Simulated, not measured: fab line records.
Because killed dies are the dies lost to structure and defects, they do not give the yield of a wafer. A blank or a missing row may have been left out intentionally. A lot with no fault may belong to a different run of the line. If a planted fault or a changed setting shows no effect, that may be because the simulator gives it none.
fab line records	flow nand-harc
record: lots: 24	wafers: 72	last-day: 25
route steps=1159 shown P_GATE@149 P_M0@264 P_M1@297
lots untouched by any fault: they come from a run of this same line in which no faults occurred
start-h: hours from the record's opening day to when the first of the lot's shown wafers began	wait-h: time in hours since the lot's previous step	" the same as in the row above	L1.1+2: several wafers, shown together as one row	- value missing, or start not given	* or withheld: withheld	< > ~ a bound
route shown NAME@n: NAME is a module with steps in the file, n the number in the route of the first one	usual: average and standard deviation across the fault-free wafers	same: alike in all rows	chamber/n: place in a boat	sites: each site's reading	_std_site: standard deviation across them	_edge_site: inner sites' mean taken away from outer sites' mean	radius-mm: for every site, how far away it sits from the centre of the wafer	mask NAME#n: copy n	behind: the most recent tool/chamber to have shaped the wafer	hold: the reason the lot was held/the length of the hold in hours/how it ended	device: the n, p or np transistor that did not switch	end of line: the tests these same wafers got at the end of their route	a step without rows: its recipe alone	killed: at the first sort, the dies lost to defects and structure; wafer yield is something else	map: a wafer's dies, marking killed ones x, the rest . and places with no die _
set.NAME: the setting that was run; set.NAME@STEP: the one run at that earlier step	model.NAME: the simulator's own value behind a step, which no gauge read
route steps across a sampled set of lots; one table per step, one row per wafer
services: the hour from which a tool's chamber was out of use, counted from the record's first day as start-h (under 0 if before that day), plus the number of hours and why
== steps ==
step: NHARC_P_GATE_ETCH_32
recipe: target-depth-a: 1500	over-etch-frac: 1	over-etch-ion-energy-ev: 40	time-s: 100.1	hbr-flow-sccm: 150	cl2-flow-sccm: 50	rf-w: 400	icp-w: 400	bias-w: 100	chemistry: HBr/Cl2
usual: drypump-motor-current-A: 5.7/0.38	he-backside-leak-sccm: 2.7/0.31	oes-product-au: 0.996/0.015	throttle-valve-pct: 26.405/0.0092
lot.wafer	tool	chamber	start-h	wait-h	drypump-motor-current-A	he-backside-leak-sccm	oes-product-au	rf-hours-counter-h	throttle-valve-pct
L074.1	rie-si-03	1	82.20	-	5.2	2.5	0.998	1.0	26.407
L074.3	"	2	"	"	6.2	2.9	0.996	1.0	26.408
L074.6	"	1	"	"	5.3	2.5	1.007	-	26.409
L075.3	rie-si-06	3	97.77	-	6.3	2.5	1.010	0.7	26.396
L075.2	"	0	"	"	5.4	2.6	0.986	0.6	26.390
L075.5	"	2	"	"	6.1	2.7	0.987	-	26.401
L077.3	rie-si-06	0	99.79	-	5.4	2.7	0.991	0.6	26.414
L077.4	"	3	"	"	6.3	2.4	1.005	0.8	26.394
L077.6	"	0	"	"	5.4	2.7	0.989	-	26.409
L076.4	rie-si-03	2	100.09	-	6.2	2.7	0.971	1.2	26.413
L076.2	"	0	"	"	5.3	2.6	0.989	1.1	26.410
L076.6	"	2	"	"	6.2	2.9	0.965	-	26.412
L078.4	rie-si-03	3	112.69	-	5.8	2.7	1.012	1.2	26.421
L078.2	"	1	"	"	5.2	2.4	1.007	1.3	26.424
L078.5	"	2	"	"	6.2	3.0	0.981	-	26.424
L079.2	rie-si-06	0	113.02	-	5.4	2.7	0.988	0.7	26.400
L079.4	"	1	"	"	5.2	2.4	0.990	0.7	26.409
L079.3	"	3	"	"	6.3	2.6	1.008	0.9	26.421
L080.2	rie-si-03	1	127.53	-	5.3	2.4	1.016	1.4	26.397
L080.3	"	3	"	"	5.9	2.7	0.995	1.4	26.412
L080.5	"	0	"	"	5.3	2.2	0.997	-	26.410
L081.1	rie-si-04	1	131.96	-	6.1	2.4	0.992	0.2	26.409
L081.3	"	3	"	"	5.6	2.6	0.992	0.2	26.394
L081.5	"	1	"	"	6.1	2.5	0.988	-	26.385
L082.3	rie-si-04	3	139.48	-	5.6	2.6	0.985	0.2	26.396
L082.1	"	0	"	"	6.0	2.6	0.994	0.2	26.389
L082.5	"	2	"	"	5.4	2.9	1.009	-	26.406
L084.4	rie-si-03	2	149.99	-	6.2	2.9	0.974	1.5	26.408
L084.3	"	1	"	"	5.2	2.6	0.992	1.5	26.406
L084.6	"	2	"	"	6.2	3.4	0.977	-	26.397
L083.1	rie-si-06	3	150.77	-	6.3	2.5	1.004	1.2	26.401
L083.3	"	1	"	"	5.2	2.4	0.980	1.1	26.390
L083.6	"	3	"	"	6.3	2.5	1.010	-	26.416
L085.1	rie-si-04	3	172.02	-	5.6	2.9	0.983	0.5	26.405
L085.2	"	0	"	"	6.0	2.7	0.993	0.5	26.403
L085.4	"	1	"	"	6.1	2.4	1.005	0.5	26.417
L087.3	rie-si-03	0	172.64	-	5.3	2.5	0.992	0.0	26.403
L087.2	"	1	"	"	5.2	2.6	0.987	0.0	26.408
L087.5	"	0	"	"	5.3	2.5	0.993	-	26.405
L086.3	rie-si-06	0	172.98	-	5.4	2.7	0.985	1.4	26.399
L086.1	"	2	"	"	6.1	2.8	0.978	1.4	26.398
L086.6	"	0	"	"	5.4	2.8	0.992	-	26.397
L088.4	rie-si-04	2	182.19	-	5.4	3.1	1.015	0.7	26.394
L088.2	"	1	"	"	6.1	2.4	1.006	0.6	26.392
L088.5	"	3	"	"	5.6	2.8	0.998	-	26.393
L089.1	rie-si-03	3	189.37	-	5.9	2.7	0.974	0.1	26.396
L089.3	"	0	"	"	5.3	2.4	0.998	0.3	26.417
L089.6	"	1	"	"	5.2	2.6	0.980	-	26.398
L090.2	rie-si-04	2	190.22	-	5.4	2.8	1.027	0.8	26.422
L090.5	"	1	"	"	6.1	2.4	1.014	-	26.413
L090.6	"	2	"	"	5.4	2.8	1.013	-	26.421
L091.3	rie-si-03	3	194.56	-	5.9	2.7	0.984	0.2	26.393
L091.1	"	0	"	"	5.3	2.6	1.011	0.3	26.414
L091.6	"	0	"	"	5.3	3.9	1.010	-	26.404
L092.4	rie-si-04	3	194.63	-	5.6	2.8	1.006	0.9	26.408
L092.1	"	1	"	"	6.1	2.3	1.017	0.8	26.397
L092.3	"	2	"	"	5.4	3.0	1.024	0.9	26.393
L093.1	rie-si-04	3	209.30	-	5.6	3.0	0.995	1.1	26.396
L093.6	"	1	"	"	6.1	2.3	1.002	-	26.408
L093.5	"	2	"	"	5.4	2.9	1.019	-	26.409
L095.1	rie-si-06	0	209.51	-	5.4	2.7	1.003	0.1	26.414
L095.4	"	2	"	"	6.1	2.8	1.020	0.1	26.402
L095.3	"	3	"	"	6.3	2.3	1.015	0.1	26.406
L094.2	rie-si-03	0	209.68	-	5.3	2.6	1.007	0.5	26.419
L094.1	"	1	"	"	5.2	2.4	0.983	0.5	26.402
L094.4	"	2	"	"	6.2	4.6	0.976	0.4	26.393
L096.2	rie-si-04	2	219.45	-	5.4	3.0	1.022	1.2	26.410
L096.5	"	0	"	"	6.0	2.7	1.011	-	26.413
L096.6	"	1	"	"	6.1	2.3	1.000	-	26.406
L097.2	rie-si-03	0	222.74	-	5.4	2.7	0.991	0.6	26.394
L097.4	"	1	"	"	5.3	2.3	0.999	0.6	26.411
L097.5	"	2	"	"	6.2	3.0	0.964	-	26.398
step: NHARC_P_GATE_DESCUM_61
recipe: time-s: 3	o2-flow-sccm: 200	ar-flow-sccm: 0	bias-power-w: 0	chemistry: O2
usual: drypump-motor-current-A: 5.9/0.39	oes-product-au: 0.998/0.012	rf-vpp-V: 57.8/0.8	showerhead-plenum-p-Torr: 1.94/0.084	throttle-valve-pct: 11.311/0.0099
lot.wafer	tool	chamber	start-h	wait-h	drypump-motor-current-A	oes-product-au	rf-hours-counter-h	rf-vpp-V	showerhead-plenum-p-Torr	throttle-valve-pct
L074.3	rie-diel-09	0	95.51	-	5.9	0.992	3	58.5	1.98	11.297
L074.1	"	1	"	"	5.8	0.992	3	55.9	1.95	11.305
L074.6	"	0	"	"	5.9	0.989	-	56.9	1.98	11.288
L075.2	rie-diel-10	1	111.06	-	5.8	0.986	39	57.3	1.96	11.317
L075.3	"	3	"	"	5.0	0.977	34	57.1	1.78	11.307
L075.5	"	2	"	"	6.6	0.999	-	56.7	1.78	11.327
L077.4	rie-diel-09	3	113.17	-	5.1	1.019	9	58.4	2.03	11.316
L077.3	"	0	"	"	6.0	0.979	8	57.1	1.98	11.299
L077.6	"	1	"	"	5.8	1.006	-	57.8	1.95	11.309
L076.2	rie-diel-07	3	113.81	-	6.0	1.004	11	58.1	1.94	11.325
L076.4	"	2	"	"	5.5	1.000	11	57.6	1.81	11.319
L076.6	"	3	"	"	6.0	0.997	-	55.8	1.94	11.311
L079.2	rie-diel-07	3	126.58	-	6.0	1.002	14	58.4	1.94	11.296
L079.4	"	0	"	"	6.3	1.004	13	59.0	2.01	11.331
L079.3	"	1	"	"	6.2	0.997	13	57.5	1.89	11.333
L078.2	rie-diel-07	2	126.65	-	5.5	1.005	13	57.6	1.81	11.303
L078.4	"	3	"	"	6.0	1.012	14	57.8	1.94	11.299
L078.5	"	2	"	"	5.5	1.006	-	57.3	1.81	11.323
L080.2	rie-diel-07	3	142.74	-	6.0	1.009	16	59.3	1.94	11.301
L080.3	"	1	"	"	6.2	1.008	15	57.4	1.89	11.294
L080.5	"	0	"	"	6.4	0.978	-	56.8	2.01	11.304
L081.1	rie-diel-10	0	145.54	-	6.1	0.985	44	58.2	1.91	11.292
L081.3	"	2	"	"	6.6	0.985	50	57.0	1.78	11.317
L081.5	"	0	"	"	6.0	0.989	-	58.1	1.91	11.305
L082.1	rie-diel-07	2	152.96	-	5.5	1.007	18	57.3	1.81	11.306
L082.3	"	3	"	"	6.0	1.006	18	56.9	1.94	11.341
L082.5	"	2	"	"	5.5	1.005	-	57.4	1.81	11.317
L084.3	rie-diel-09	0	163.21	-	5.9	1.000	23	57.3	1.98	11.307
L084.4	"	3	"	"	5.1	1.016	20	57.1	2.03	11.318
L084.6	"	0	"	"	6.0	1.004	-	57.6	1.98	11.303
L083.1	rie-diel-09	1	163.74	-	5.7	0.997	23	56.9	1.94	11.312
L083.3	"	3	"	"	5.1	1.031	20	57.3	2.03	11.310
L083.6	"	1	"	"	5.7	1.009	-	57.5	1.95	11.306
L085.4	rie-diel-07	3	185.01	-	6.0	1.011	24	58.1	1.94	11.321
L085.1	"	0	"	"	6.3	0.978	24	59.0	2.00	11.321
L085.2	"	1	"	"	6.2	0.997	23	57.7	1.88	11.298
L087.2	rie-diel-07	2	186.07	-	5.5	1.003	24	58.0	1.81	11.330
L087.3	"	0	"	"	6.3	0.990	24	59.4	2.00	11.312
L087.5	"	2	"	"	5.5	1.011	-	57.7	1.81	11.301
L086.1	rie-diel-10	1	186.85	-	5.8	0.991	0	57.8	1.95	11.308
L086.3	"	2	"	"	6.6	1.002	0	58.7	2.08	11.305
L086.6	"	0	"	"	6.1	0.983	-	57.4	1.90	11.302
L088.2	rie-diel-07	3	195.53	-	6.0	0.995	27	57.8	1.94	11.310
L088.4	"	1	"	"	6.2	1.013	26	57.7	1.88	11.324
L088.5	"	2	"	"	5.5	1.007	-	57.8	1.81	11.319
L089.3	rie-diel-07	2	202.82	-	5.5	1.008	27	56.0	1.81	11.311
L089.1	"	3	"	"	6.0	0.994	28	58.3	1.94	11.299
L089.6	"	1	"	"	6.2	1.008	-	56.5	1.88	11.321
L090.2	rie-diel-07	1	203.49	-	6.2	0.992	27	58.2	1.88	11.289
L090.6	"	2	"	"	5.5	1.010	-	58.3	1.81	11.314
L090.5	"	3	"	"	6.0	0.999	-	59.2	1.93	11.300
L091.3	rie-diel-07	3	207.79	-	6.0	1.008	28	57.5	1.94	11.314
L091.1	"	2	"	"	5.5	1.007	28	56.8	1.81	11.311
L091.6	"	3	"	"	6.0	1.011	-	58.6	1.93	11.312
L092.1	rie-diel-10	2	209.00	-	6.6	0.982	10	57.8	2.07	11.286
L092.3	"	3	"	"	5.0	0.997	10	58.2	2.07	11.320
L092.4	"	0	"	"	6.1	0.981	9	56.4	1.90	11.322
L093.1	rie-diel-07	0	222.57	-	6.3	0.976	34	58.2	2.00	11.299
L093.6	"	1	"	"	6.2	1.009	-	58.3	1.88	11.306
L093.5	"	2	"	"	5.5	1.012	-	56.8	1.81	11.307
L095.4	rie-diel-09	1	223.03	-	5.8	0.991	46	58.2	1.94	11.308
L095.3	"	2	"	"	5.8	1.001	49	57.9	2.06	11.333
L095.1	"	0	"	"	5.9	0.989	50	58.4	1.97	11.310
L094.1	rie-diel-09	0	223.20	-	6.0	0.997	50	58.3	1.97	11.313
L094.4	"	2	"	"	5.8	1.002	49	57.0	2.06	11.306
L094.2	"	3	"	"	5.1	1.019	48	60.2	2.02	11.328
L096.2	rie-diel-09	3	232.77	-	5.1	1.021	53	58.9	2.02	11.316
L096.5	"	3	"	"	5.1	1.029	-	58.6	2.02	11.320
L096.6	"	0	"	"	6.0	0.989	-	58.5	1.97	11.314
L097.4	rie-diel-07	0	238.45	-	6.4	0.969	0	57.8	2.00	11.325
L097.2	"	3	"	"	6.0	0.983	0	57.5	1.93	11.319
L097.5	"	1	"	"	6.2	1.005	-	58.0	1.88	11.300
step: NHARC_P_M0_OVL_MEAS_10
recipe: pitch-nm: 180
usual: overlay-x-nm: 0.1/0.85	overlay-y-nm: 0.2/0.87
lot.wafer	tool	chamber	start-h	wait-h	overlay-x-nm	overlay-y-nm
L074.1	overlay-01	-	108.02	-	0.3	-0.1
L074.3	"	-	"	"	0.6	-0.4
L074.6	"	-	"	"	-0.3	0.3
L075.2	overlay-02	-	126.81	-	0.8	1.3
L075.3	"	-	"	"	0.9	0.7
L075.5	"	-	"	"	1.2	1.1
L077.3	overlay-02	-	130.05	-	-0.2	0.9
L077.4	"	-	"	"	-0.2	0.1
L077.6	"	-	"	"	-0.5	0.8
L076.2	overlay-02	-	130.72	-	-0.3	-2.3
L076.4	"	-	"	"	-0.3	-2.0
L076.6	"	-	"	"	-0.6	-1.8
L079.2	overlay-01	-	140.63	-	-0.9	-0.5
L079.3	"	-	"	"	-0.2	0.0
L079.4	"	-	"	"	-0.3	-0.3
L078.2	overlay-02	-	140.99	-	0.6	0.8
L078.4	"	-	"	"	0.4	1.0
L078.5	"	-	"	"	0.3	0.6
L080.2	overlay-01	-	153.57	-	-0.3	0.4
L080.3	"	-	"	"	0.1	-0.2
L080.5	"	-	"	"	0.3	-0.2
L081.1	overlay-01	-	156.00	-	0.8	0.4
L081.3	"	-	"	"	1.5	0.0
L081.5	"	-	"	"	0.5	0.5
L082.1	overlay-02	-	166.46	-	-0.1	-0.1
L082.3	"	-	"	"	0.0	0.5
L082.5	"	-	"	"	-0.1	0.1
L084.3	overlay-01	-	181.14	-	2.3	0.5
L084.4	"	-	"	"	2.0	0.0
L084.6	"	-	"	"	2.2	0.5
L083.1	overlay-01	-	181.77	-	-0.3	0.5
L083.3	"	-	"	"	-0.1	0.2
L083.6	"	-	"	"	0.3	-0.3
L085.1	overlay-02	-	196.78	-	-1.1	0.9
L085.2	"	-	"	"	-0.5	1.2
L085.4	"	-	"	"	-0.6	0.7
L087.2	overlay-02	-	202.22	-	0.9	0.5
L087.3	"	-	"	"	0.6	-0.3
L087.5	"	-	"	"	-0.2	0.0
L086.1	overlay-02	-	202.89	-	0.7	1.3
L086.3	"	-	"	"	0.3	1.1
L086.6	"	-	"	"	0.3	1.1
L088.2	overlay-02	-	206.21	-	0.7	0.6
L088.4	"	-	"	"	0.7	0.1
L088.5	"	-	"	"	0.2	0.5
L089.1	overlay-02	-	218.00	-	0.3	1.1
L089.3	"	-	"	"	0.2	0.8
L089.6	"	-	"	"	-0.2	1.3
L090.2	overlay-02	-	219.32	-	-0.4	-1.2
L090.5	"	-	"	"	-1.1	-1.2
L090.6	"	-	"	"	-1.2	-1.1
L091.1	overlay-01	-	221.77	-	-1.3	-1.2
L091.3	"	-	"	"	-0.9	-0.7
L091.6	"	-	"	"	-0.5	-0.4
L092.1	overlay-02	-	222.00	-	1.5	1.4
L092.3	"	-	"	"	1.5	1.4
L092.4	"	-	"	"	2.0	1.2
L093.1	overlay-01	-	233.19	-	-0.8	-0.8
L093.5	"	-	"	"	-1.0	-1.3
L093.6	"	-	"	"	-0.7	-1.1
L095.1	overlay-02	-	233.96	-	0.0	0.6
L095.3	"	-	"	"	-0.1	0.6
L095.4	"	-	"	"	0.1	0.8
L094.1	overlay-01	-	234.34	-	0.0	1.1
L094.2	"	-	"	"	-0.1	1.0
L094.4	"	-	"	"	-0.4	1.3
L096.2	overlay-01	-	245.66	-	-1.2	0.1
L096.5	"	-	"	"	-0.9	0.3
L096.6	"	-	"	"	-1.2	0.0
L097.2	overlay-02	-	248.86	-	-0.6	-0.7
L097.4	"	-	"	"	-0.7	-0.2
L097.5	"	-	"	"	-0.3	-0.4
step: NHARC_P_M0_PRE_CLEAN_31
recipe: time-s: 12	temp-c: 370	rf-power-w: 300	gas: NH3
usual: heater-power-w: 669/60	susceptor-temp-C: 370.01/0.23
lot.wafer	tool	chamber	start-h	wait-h	heater-power-w	susceptor-temp-C
L074.3	pecvd-04	2	110.69	0.1	527	369.99
L074.1	"	0	"	"	738	369.99
L074.6	"	2	"	"	529	369.65
L075.2	pecvd-03	0	129.47	0.1	718	370.37
L075.3	"	1	"	"	669	369.65
L075.5	"	0	"	"	729	370.53
L077.3	pecvd-02	2	132.70	0.1	597	369.83
L077.4	"	1	"	"	733	370.15
L077.6	"	0	"	"	648	369.86
L076.2	pecvd-03	1	133.38	0.1	619	370.26
L076.4	"	0	"	"	657	369.80
L076.6	"	2	"	"	648	369.78
L079.3	pecvd-03	0	143.28	0.1	718	369.96
L079.2	"	2	"	"	724	369.90
L079.4	"	1	"	"	613	370.10
L078.2	pecvd-04	2	143.64	0.1	509	369.96
L078.4	"	1	"	"	677	369.62
L078.5	"	2	"	"	513	369.94
L080.2	pecvd-03	0	156.19	0.1	696	369.95
L080.3	"	1	"	"	648	369.68
L080.5	"	1	"	"	660	369.67
L081.1	pecvd-04	1	158.69	0.1	788	370.42
L081.3	"	2	"	"	585	369.82
L081.5	"	1	"	"	759	370.18
L082.3	pecvd-02	0	169.10	0.1	698	369.74
L082.1	"	1	"	"	622	370.25
L082.5	"	2	"	"	632	369.95
L084.3	pecvd-02	0	183.84	0.1	720	370.12
L084.4	"	0	"	"	705	369.59
L084.6	"	1	"	"	673	369.92
L083.3	pecvd-03	1	184.40	0.1	652	370.36
L083.1	"	0	"	"	715	369.81
L083.6	"	2	"	"	755	370.01
L085.1	pecvd-03	1	199.44	0.1	637	370.13
L085.2	"	2	"	"	653	369.71
L085.4	"	1	"	"	647	370.04
L087.2	pecvd-02	1	204.94	0.1	659	369.92
L087.3	"	0	"	"	672	369.92
L087.5	"	0	"	"	678	370.05
L086.1	pecvd-03	2	205.98	0.4	630	370.21
L086.3	"	0	"	"	716	370.13
L086.6	"	2	"	"	634	369.58
L088.2	pecvd-03	2	208.87	0.1	759	369.96
L088.5	"	2	"	"	742	370.31
L088.4	"	0	"	"	711	370.03
L089.3	pecvd-04	0	220.66	0.1	618	370.05
L089.1	"	1	"	"	788	370.37
L089.6	"	0	"	"	617	370.14
L090.2	pecvd-03	0	221.99	0.1	748	369.95
L090.5	"	0	"	"	740	369.99
L090.6	"	2	"	"	742	370.06
L091.1	pecvd-03	1	224.41	0.1	621	370.31
L091.3	"	2	"	"	760	369.92
L091.6	"	2	"	"	740	369.57
L092.1	pecvd-04	2	224.68	0.1	617	370.04
L092.3	"	0	"	"	699	369.85
L092.4	"	1	"	"	673	370.53
L093.1	pecvd-02	0	236.13	0.1	615	370.33
L093.6	"	2	"	"	595	369.93
L093.5	"	0	"	"	641	370.15
L095.3	pecvd-03	2	236.69	0.1	738	370.17
L095.1	"	1	"	"	601	369.97
L095.4	"	0	"	"	693	369.82
L094.2	pecvd-04	1	237.12	0.1	701	370.15
L094.1	"	2	"	"	522	369.80
L094.4	"	1	"	"	695	370.10
L096.2	pecvd-04	2	248.40	0.1	611	369.97
L096.6	"	0	"	"	683	369.87
L096.5	"	1	"	"	722	369.98
L097.2	pecvd-02	1	251.58	0.1	762	370.05
L097.4	"	0	"	"	690	370.14
L097.5	"	2	"	"	621	369.59
step: NHARC_P_M1_INSPECT_11
usual: raw-defect-count: 3.9/2.3
lot.wafer	tool	chamber	start-h	wait-h	raw-defect-count
L074.1	defect-inspect-01	-	112.13	0.0	4
L074.3	"	-	"	"	4
L074.6	"	-	"	"	3
L075.2	defect-inspect-01	-	130.92	0.0	8
L075.3	"	-	"	"	1
L075.5	"	-	"	"	3
L077.3	defect-inspect-01	-	133.99	0.0	6
L077.4	"	-	"	"	2
L077.6	"	-	"	"	4
L076.2	defect-inspect-02	-	134.79	0.0	0
L076.4	"	-	"	"	1
L076.6	"	-	"	"	0
L079.2	defect-inspect-02	-	144.73	0.0	5
L079.3	"	-	"	"	3
L079.4	"	-	"	"	3
L078.2	defect-inspect-02	-	145.08	0.0	4
L078.4	"	-	"	"	5
L078.5	"	-	"	"	6
L080.2	defect-inspect-01	-	157.65	0.0	6
L080.3	"	-	"	"	12
L080.5	"	-	"	"	8
L081.1	defect-inspect-02	-	160.12	0.0	6
L081.3	"	-	"	"	1
L081.5	"	-	"	"	4
L082.1	defect-inspect-02	-	170.55	0.0	1
L082.3	"	-	"	"	1
L082.5	"	-	"	"	4
L084.3	defect-inspect-02	-	185.28	0.0	5
L084.4	"	-	"	"	4
L084.6	"	-	"	"	3
L083.1	defect-inspect-02	-	185.87	0.0	1
L083.3	"	-	"	"	5
L083.6	"	-	"	"	6
L085.1	defect-inspect-02	-	200.77	0.0	3
L085.2	"	-	"	"	4
L085.4	"	-	"	"	8
L087.2	defect-inspect-01	-	206.51	0.0	3
L087.3	"	-	"	"	4
L087.5	"	-	"	"	2
L086.1	defect-inspect-01	-	207.41	0.0	2
L086.3	"	-	"	"	3
L086.6	"	-	"	"	3
L088.2	defect-inspect-02	-	210.19	0.0	3
L088.4	"	-	"	"	2
L088.5	"	-	"	"	1
L089.1	defect-inspect-02	-	222.10	0.0	7
L089.3	"	-	"	"	4
L089.6	"	-	"	"	6
L090.2	defect-inspect-02	-	223.63	0.0	2
L090.5	"	-	"	"	6
L090.6	"	-	"	"	3
L091.1	defect-inspect-01	-	225.86	0.0	8
L091.3	"	-	"	"	7
L091.6	"	-	"	"	5
L092.1	defect-inspect-01	-	226.12	0.0	12
L092.3	"	-	"	"	7
L092.4	"	-	"	"	7
L093.1	defect-inspect-02	-	237.46	0.0	1
L093.5	"	-	"	"	5
L093.6	"	-	"	"	4
L095.1	defect-inspect-02	-	238.13	0.0	6
L095.3	"	-	"	"	3
L095.4	"	-	"	"	3
L094.1	defect-inspect-02	-	238.58	0.0	4
L094.2	"	-	"	"	3
L094.4	"	-	"	"	5
L096.2	defect-inspect-02	-	249.81	0.0	5
L096.5	"	-	"	"	1
L096.6	"	-	"	"	4
L097.2	defect-inspect-02	-	252.91	0.0	3
L097.4	"	-	"	"	6
L097.5	"	-	"	"	5
step: NHARC_P_M1_DESCUM_14
recipe: time-s: 3	o2-flow-sccm: 200	ar-flow-sccm: 0	bias-power-w: 0	chemistry: O2
usual: drypump-motor-current-A: 5.7/0.49	oes-product-au: 1.006/0.015	rf-vpp-V: 57.7/1	showerhead-plenum-p-Torr: 1.90/0.07	throttle-valve-pct: 11.312/0.0089
lot.wafer	tool	chamber	start-h	wait-h	drypump-motor-current-A	oes-product-au	rf-hours-counter-h	rf-vpp-V	showerhead-plenum-p-Torr	throttle-valve-pct
L074.3	rie-diel-12	0	112.19	0.1	5.0	1.014	1.6	59.2	1.93	11.314
L074.1	"	2	"	"	5.6	1.002	1.5	59.4	1.82	11.317
L074.6	"	0	"	"	5.0	1.016	-	57.7	1.93	11.307
L075.3	rie-diel-12	3	131.00	0.1	5.6	1.031	1.7	58.0	2.00	11.315
L075.2	"	0	"	"	5.0	1.018	1.9	57.0	1.93	11.301
L075.5	"	1	"	"	6.1	1.004	-	59.3	2.06	11.311
L077.4	rie-diel-11	1	134.05	0.1	5.4	1.015	6.7	57.8	1.82	11.315
L077.3	"	2	"	"	6.5	0.976	6.0	57.7	1.89	11.320
L077.6	"	2	"	"	6.5	0.989	-	58.7	1.89	11.304
L076.4	rie-diel-11	3	134.85	0.1	5.7	1.011	6.3	57.0	1.89	11.313
L076.2	"	0	"	"	5.5	1.009	6.8	56.9	1.89	11.324
L076.6	"	3	"	"	5.7	1.014	-	57.1	1.89	11.324
L079.4	rie-diel-12	0	144.79	0.1	5.0	1.016	2.4	57.4	1.93	11.304
L079.3	"	2	"	"	5.6	1.005	2.4	59.1	1.82	11.306
L079.2	"	3	"	"	5.6	1.016	2.3	57.0	2.00	11.319
L078.2	rie-diel-05	2	145.14	0.1	5.5	1.002	10.9	58.2	1.91	11.315
L078.4	"	3	"	"	5.2	1.001	11.6	58.5	1.81	11.319
L078.5	"	3	"	"	5.2	1.006	-	56.3	1.81	11.307
L080.2	rie-diel-12	3	157.72	0.1	5.7	1.022	2.7	56.3	2.00	11.312
L080.3	"	0	"	"	5.0	1.026	2.7	58.1	1.93	11.309
L080.5	"	3	"	"	5.7	1.035	-	56.9	2.00	11.294
L081.3	rie-diel-12	3	160.19	0.1	5.6	1.025	2.9	58.2	2.00	11.326
L081.1	"	0	"	"	5.0	1.023	2.9	57.4	1.93	11.324
L081.5	"	0	"	"	5.0	1.022	-	57.6	1.93	11.319
L082.3	rie-diel-12	0	170.62	0.1	5.0	1.014	3.0	57.6	1.93	11.309
L082.1	"	2	"	"	5.6	1.005	3.0	57.2	1.82	11.308
L082.5	"	0	"	"	5.0	1.019	-	58.2	1.93	11.330
L084.3	rie-diel-05	3	185.34	0.1	5.2	1.011	0.2	57.1	1.81	11.307
L084.4	"	0	"	"	6.4	1.001	0.2	57.0	1.89	11.313
L084.6	"	0	"	"	6.4	0.997	-	57.7	1.90	11.316
L083.1	rie-diel-11	2	185.95	0.1	6.5	0.986	9.5	56.2	1.88	11.309
L083.3	"	3	"	"	5.7	1.018	9.7	57.4	1.89	11.306
L083.6	"	1	"	"	5.4	1.013	-	56.6	1.82	11.299
L085.2	rie-diel-12	2	200.83	0.1	5.7	0.995	3.6	59.3	1.82	11.310
L085.1	"	3	"	"	5.6	1.030	3.6	57.8	2.00	11.301
L085.4	"	0	"	"	5.0	1.021	3.5	56.9	1.93	11.308
L087.3	rie-diel-05	1	206.57	0.1	6.7	0.993	1.9	56.5	1.91	11.318
L087.2	"	0	"	"	6.3	1.010	2.2	56.7	1.89	11.317
L087.5	"	2	"	"	5.6	1.013	-	59.0	1.91	11.313
L086.3	rie-diel-05	2	207.48	0.1	5.5	1.005	2.2	58.2	1.91	11.304
L086.1	"	3	"	"	5.2	1.021	2.6	57.8	1.81	11.319
L086.6	"	2	"	"	5.5	1.007	-	56.6	1.91	11.316
L088.4	rie-diel-11	0	210.26	0.1	5.5	0.992	0.9	58.9	1.89	11.310
L088.2	"	1	"	"	5.4	0.992	1.0	58.4	1.82	11.315
L088.5	"	3	"	"	5.7	1.004	-	55.4	1.89	11.308
L089.1	rie-diel-12	2	222.16	0.1	5.6	0.999	0.2	55.8	1.82	11.312
L089.3	"	3	"	"	5.6	1.017	0.2	58.3	2.00	11.305
L089.6	"	3	"	"	5.6	1.018	-	57.5	2.00	11.320
L090.2	rie-diel-11	1	223.72	0.1	5.4	1.008	1.4	57.0	1.82	11.308
L090.6	"	2	"	"	6.5	0.970	-	57.7	1.88	11.319
L090.5	"	3	"	"	5.8	1.020	-	57.2	1.89	11.314
L091.1	rie-diel-05	0	225.93	0.1	6.4	0.986	3.0	59.2	1.89	11.320
L091.3	"	2	"	"	5.5	1.005	3.3	58.3	1.91	11.289
L091.6	"	3	"	"	5.2	1.017	-	58.4	1.80	11.315
L092.1	rie-diel-11	3	226.18	0.1	5.7	1.018	1.3	58.1	1.89	11.302
L092.4	"	0	"	"	5.4	0.995	1.5	57.5	1.89	11.308
L092.3	"	2	"	"	6.4	0.971	1.3	57.9	1.88	11.306
L093.1	rie-diel-05	0	237.53	0.1	6.4	1.004	3.5	58.1	1.89	11.296
L093.6	"	3	"	"	5.2	1.009	-	56.9	1.80	11.307
L093.5	"	0	"	"	6.4	0.996	-	58.6	1.89	11.307
L095.3	rie-diel-05	2	238.19	0.1	5.5	1.010	4.0	59.2	1.91	11.305
L095.4	"	0	"	"	6.3	0.993	3.6	59.1	1.89	11.311
L095.1	"	1	"	"	6.6	0.977	3.7	58.0	1.91	11.318
L094.1	rie-diel-11	3	238.64	0.1	5.7	1.023	1.8	59.2	1.89	11.313
L094.2	"	0	"	"	5.5	0.990	2.0	58.6	1.89	11.319
L094.4	"	1	"	"	5.4	0.995	2.1	56.2	1.82	11.318
L096.2	rie-diel-05	2	249.90	0.1	5.5	1.016	4.8	58.1	1.91	11.316
L096.6	"	3	"	"	5.2	1.015	-	58.0	1.80	11.315
L096.5	"	0	"	"	6.4	0.998	-	57.5	1.89	11.296
L097.4	rie-diel-11	1	252.98	0.1	5.4	1.007	2.9	57.8	1.82	11.303
L097.2	"	2	"	"	6.5	0.965	2.9	56.7	1.88	11.317
L097.5	"	1	"	"	5.4	0.994	-	56.4	1.82	11.311
== services ==
tool	chamber	start-h	hours	kind
rie-si-04	3	62.27	38.0	repair
pecvd-03	1	67.29	15.2	repair
rie-diel-05	1	68.26	2.9	repair
rie-diel-11	1	76.69	8.8	repair
rie-diel-09	-	77.35	9.0	pm
rie-si-03	3	86.49	13.3	repair
pecvd-02	1	88.86	2.1	repair
rie-diel-05	1	89.00	6.6	repair
pecvd-03	-	97.92	1.0	repair
rie-si-04	-	99.00	9.0	pm
pecvd-03	-	111.08	13.0	pm
rie-diel-09	1	129.76	1.8	repair
rie-diel-09	3	138.71	9.6	repair
pecvd-04	-	146.80	1.5	repair
rie-si-03	-	155.00	9.0	pm
pecvd-03	0	159.91	1.9	repair
rie-diel-05	-	163.62	9.0	pm
rie-si-03	3	179.05	7.5	repair
rie-diel-11	-	189.50	9.0	pm
pecvd-04	-	195.16	13.0	pm
rie-si-04	2	196.49	5.2	repair
rie-diel-12	1	201.70	4.7	repair
rie-diel-12	-	202.40	9.0	pm
rie-diel-07	-	228.20	9.0	pm
== key ==
fault none
